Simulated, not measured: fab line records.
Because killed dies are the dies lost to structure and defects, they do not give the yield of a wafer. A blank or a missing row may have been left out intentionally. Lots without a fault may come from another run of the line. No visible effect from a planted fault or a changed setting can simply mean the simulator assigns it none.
The tool behind it: which one? ; flow n5-finfet ; 9 lots, 26 wafers sampled, at 5 steps of a route of 1938

## WHAT THE GAUGES READ, wafer by wafer
N5_HKMG_FIN_CD_MEAS_49 targets a cd of 202 nm. Usual: cd-nm 202.0 nm, standard deviation 0.66.
lot;measured;on;cd-nm (nm);flag
L703;day 4 00:10;cd-sem-01;201.5 201.6 200.8;
L705;day 4 13:35;cd-sem-02;202.5 201.3 201.6;
L706;day 4 18:49;cd-sem-01;201.7 201.3 201.5;
L710;day 5 18:31;cd-sem-02;200.9 202.7 201.9;
L712;day 6 03:52;cd-sem-01;202.4 202.4 202.6;
L719;day 7 21:11;cd-sem-01;202.0 201.9 201.4;
L721;day 8 11:20;cd-sem-01;202.0 202.0 203.0;
L722;day 8 15:03;cd-sem-02;202.1 202.0 202.7;
L724;day 9 09:59;cd-sem-02;202.8 202.6;

N5_BEOL_M4_RC_MEAS_101. Usual: DIBL_N 36.3 mV/V, standard deviation 1.7; DIBL_P 36.5 mV/V, standard deviation 2.1; IOFF_N 0.16 nA/um, standard deviation 0.03; IOFF_P 0.22 nA/um, standard deviation 0.035; ION_N 675 uA/um, standard deviation 11; ION_P 465 uA/um, standard deviation 7.1; SS_N 71.5 mV/dec, standard deviation 0.62; SS_P 73.3 mV/dec, standard deviation 0.64; VT_N 250 mV, standard deviation 3.1; VT_P -249.1 mV, standard deviation 3.
lot;measured;on;DIBL_N (mV/V);DIBL_P (mV/V);IOFF_N (nA/um);IOFF_P (nA/um);ION_N (uA/um);ION_P (uA/um);SS_N (mV/dec);SS_P (mV/dec);VT_N (mV);VT_P (mV);flag
L703;day 8 02:34;prober-01;37.8 37.7 35.5;38.9 38.4 36.7;0.19 0.19 0.15;0.26 0.27 0.23;682 686 675;470 473 469;72.1 72.0 71.0;73.8 73.4 72.5;246 248 252;-245.8 -246.1 -248.8;
L705;day 8 13:50;prober-02;36.3 39.2 34.9;36.0 38.8 33.5;0.15 0.22 0.13;0.21 0.24 0.16;670 679 668;464 462 455;71.2 71.9 70.1;72.9 73.5 72.4;251 245 251;-248.5 -249.6 -255.4;
L706;day 8 20:51;prober-02;37.0 36.8 38.2;37.1 36.1 38.9;0.16 0.14 0.19;0.24 0.21 0.27;688 666 689;479 465 476;71.4 71.5 71.7;73.4 73.0 73.9;249 253 247;-247.9 -248.5 -246.0;
L710;day 9 10:03;prober-02;35.2 37.0 37.0;31.7 34.8 34.8;0.13 0.16 0.15;0.17 0.20 0.20;671 685 662;459 467 460;71.0 71.5 71.9;72.1 72.7 72.6;253 249 251;-252.1 -252.0 -250.5;
L712;day 10 03:26;prober-02;38.1 35.9 36.9;36.5 34.8 36.1;0.17 0.14 0.15;0.23 0.20 0.22;684 675 661;472 468 462;71.6 70.9 71.7;73.5 72.3 73.3;248 250 252;-248.6 -249.5 -247.4;
L719;day 14 13:00;prober-02;32.9 33.7 33.4;34.5 35.4 34.9;0.14 0.14 0.14;0.19 0.20 0.19;678 661 660;462 459 459;71.1 71.2 70.5;73.4 72.9 73.0;249 249 252;-251.0 -253.3 -251.4;
L721;day 14 18:15;prober-02;37.5 37.8 39.2;38.0 36.8 38.9;0.18 0.17 0.20;0.28 0.24 0.26;662 678 672;460 466 456;71.3 72.0 72.5;73.8 73.4 73.3;248 251 247;-245.2 -246.1 -245.9;
L722;day 13 15:39;prober-02;37.7 37.1 35.4;38.0 36.4 35.3;0.17 0.16 0.13;0.21 0.19 0.18;679 667 665;457 447 458;72.3 72.0 71.1;73.4 72.9 73.0;250 253 252;-251.3 -255.7 -252.1;
L724;day 14 15:30;prober-01;36.0 37.3;35.6 36.9;0.14 0.16;0.19 0.21;664 685;456 462;71.3 71.8;72.3 73.2;251 250;-252.3 -249.8;

## TOOL THAT RAN EACH LOT (tool first, then ch and the chambers of the sampled wafers, then the start)
lot;N5_HKMG_FIN_HK_ANNEAL_02;N5_HKMG_FIN_ETCH_54;N5_HKMG_FIN_STRIP_57
L703;rtp-anneal-02 ch 0, day 3 23:34;rie-diel-05 ch 0,2, day 4 00:19;rie-diel-05 ch 2,3, day 4 00:34
L705;rtp-anneal-01 ch 0, day 4 12:51;rie-diel-01 ch 0,1,2, day 4 13:43;rie-diel-01 ch 0,1,2, day 4 13:58
L706;rtp-anneal-01 ch 0, day 4 18:05;rie-diel-01 ch 0,1,3, day 4 18:56;rie-diel-01 ch 0,1,3, day 4 19:11
L710;rtp-anneal-02 ch 0, day 5 17:56;rie-diel-06 ch 0,1, day 5 18:44;rie-diel-06 ch 0,1, day 5 18:59
L712;rtp-anneal-01 ch 0, day 6 03:17;rie-diel-01 ch 0,1,3, day 6 03:59;rie-diel-01 ch 0,1,3, day 6 04:14
L719;rtp-anneal-02 ch 0, day 7 20:34;rie-diel-06 ch 0,3, day 7 21:31;rie-diel-06 ch 0,3, day 7 21:46
L721;rtp-anneal-01 ch 0, day 8 10:35;rie-diel-05 ch 1,2,3, day 8 11:28;rie-diel-05 ch 1,2,3, day 8 11:43
L722;rtp-anneal-02 ch 0, day 8 14:20;rie-diel-05 ch 1,2, day 8 15:11;rie-diel-05 ch 1,2, day 8 15:25
L724;rtp-anneal-02 ch 0, day 9 09:25;rie-diel-01 ch 1,2, day 9 10:17;rie-diel-01 ch 1,2, day 9 10:32
- N5_HKMG_FIN_HK_ANNEAL_02: time 30 s.
- N5_HKMG_FIN_ETCH_54: etches SiARC in CF4, target depth 45.5 nm, time 75.8 s.
- N5_HKMG_FIN_STRIP_57: strips in CF4.

## WHAT THE TOOLS THEMSELVES READ (means of the sampled wafers that have a number; where no wafer has one, the mark that the record gives instead)
N5_HKMG_FIN_HK_ANNEAL_02. Usual: lamp-power-pct 8.81 %, standard deviation 0.055; lamp_zone_4_pct 8.796 %, standard deviation 0.011; wafer_temp_C_max 703.0, standard deviation 0.76.
lot;tool;lamp-power-pct (%);lamp_zone_4_pct (%);wafer_temp_C_max;flag
L703;rtp-anneal-02;8.85;8.804;702.4;
L705;rtp-anneal-01;8.88;8.789;703.2;
L706;rtp-anneal-01;8.83;8.798;703.0;
L710;rtp-anneal-02;8.80;8.799;702.8;
L712;rtp-anneal-01;8.82;8.797;702.9;
L719;rtp-anneal-02;8.82;8.790;702.3;
L721;rtp-anneal-01;8.79;8.804;702.9;
L722;rtp-anneal-02;8.79;8.797;703.4;
L724;rtp-anneal-02;8.84;8.802;702.5;

N5_HKMG_FIN_ETCH_54. Usual: value, then standard deviation, for each; bias-w 36.01 W / 0.1; drypump-motor-current-A 5.7 A / 0.44; etch-rf-on-time-s 75.8 s / 2.1; oes-product-au 0.69 a.u. / 0.075; rf-vpp-V 184.0 V / 0.92; showerhead-plenum-p-Torr 2.14 Torr / 0.05; throttle-valve-pct 15.56 % / 0.24.
lot;tool;bias-w (W);drypump-motor-current-A (A);etch-rf-on-time-s (s);oes-product-au (a.u.);rf-vpp-V (V);showerhead-plenum-p-Torr (Torr);throttle-valve-pct (%);flag
L703;rie-diel-05;36.02;5.8;76.8;0.61;184.1;2.15;15.64;
L705;rie-diel-01;35.82;5.7;74.5;0.71;183.7;2.16;15.48;
L706;rie-diel-01;36.10;5.9;74.2;0.68;184.6;2.18;15.61;
L710;rie-diel-06;35.98;5.4;76.6;0.66;183.5;2.09;15.51;
L712;rie-diel-01;36.01;5.9;73.5;0.76;184.5;2.18;15.45;
L719;rie-diel-06;35.94;5.5;112.5;0.58;205.9;2.14;15.60;OFF
L721;rie-diel-05;35.86;6.2;74.9;0.74;183.8;2.11;15.39;
L722;rie-diel-05;36.04;6.0;73.8;0.76;184.7;2.14;15.43;
L724;rie-diel-01;36.00;5.7;77.8;0.69;183.9;2.12;15.46;

N5_HKMG_FIN_STRIP_57. Usual: drypump-motor-current-A 5.7 A, standard deviation 0.45; oes-product-au 0.80 a.u., standard deviation 0.081; rf-vpp-V 271.0 V, standard deviation 1.1; showerhead-plenum-p-Torr 1.79 Torr, standard deviation 0.045; throttle-valve-pct 13.53 %, standard deviation 0.24.
lot;tool;drypump-motor-current-A (A);oes-product-au (a.u.);rf-vpp-V (V);showerhead-plenum-p-Torr (Torr);throttle-valve-pct (%);flag
L703;rie-diel-05;6.3;0.68;271.4;1.82;13.57;
L705;rie-diel-01;5.7;0.81;271.6;1.81;13.46;
L706;rie-diel-01;5.9;0.78;271.7;1.83;13.60;
L710;rie-diel-06;5.4;0.77;270.1;1.75;13.50;
L712;rie-diel-01;5.9;0.87;271.8;1.83;13.44;
L719;rie-diel-06;5.6;0.76;271.2;1.80;13.62;
L721;rie-diel-05;6.2;0.84;270.2;1.76;13.34;
L722;rie-diel-05;6.0;0.85;271.0;1.79;13.37;
L724;rie-diel-01;5.7;0.81;270.8;1.77;13.43;

## THE ANSWER, worked out from the rows above alone
Rule: lot off if the mean of its wafers having a number is beyond 3 standard deviations from the usual mean. A lot without any number at a reading at which 4 lots or more have one is off too. All remaining lots with rows at the step are treated as sound. The gauges are gone through in route order, then the tools' own readings, and for those a lot's mean is taken as printed above. The first step at which some lot is off is used, and at that step the reading that is off furthest; a lot without a number counts as furthest.
Off at N5_HKMG_FIN_ETCH_54 (rf-vpp-V): L719.
A tool fits if, at that step or a process step before it, it ran every lot that is off, and no sound lot after the first of them. One fits: rie-diel-06 at N5_HKMG_FIN_ETCH_54. Its last sound lot is L710 (day 5 18:44), its first lot that is off L719 (day 7 21:31): a fault that began between those two fits.
The tool's own readings at N5_HKMG_FIN_ETCH_54 bear it out: on the lots that are off they differ by more than 5 times the standard deviation of the sound lots' means. etch-rf-on-time-s reads 112.5 s there against 75.3 s on the sound lots; rf-vpp-V reads 205.9 V there against 184.1 V on the sound lots.

## WHAT THE SIMULATOR HAD PUT IN
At N5_HKMG_FIN_ETCH_54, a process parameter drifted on rie-diel-06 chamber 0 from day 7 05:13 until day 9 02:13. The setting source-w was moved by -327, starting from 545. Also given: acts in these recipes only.
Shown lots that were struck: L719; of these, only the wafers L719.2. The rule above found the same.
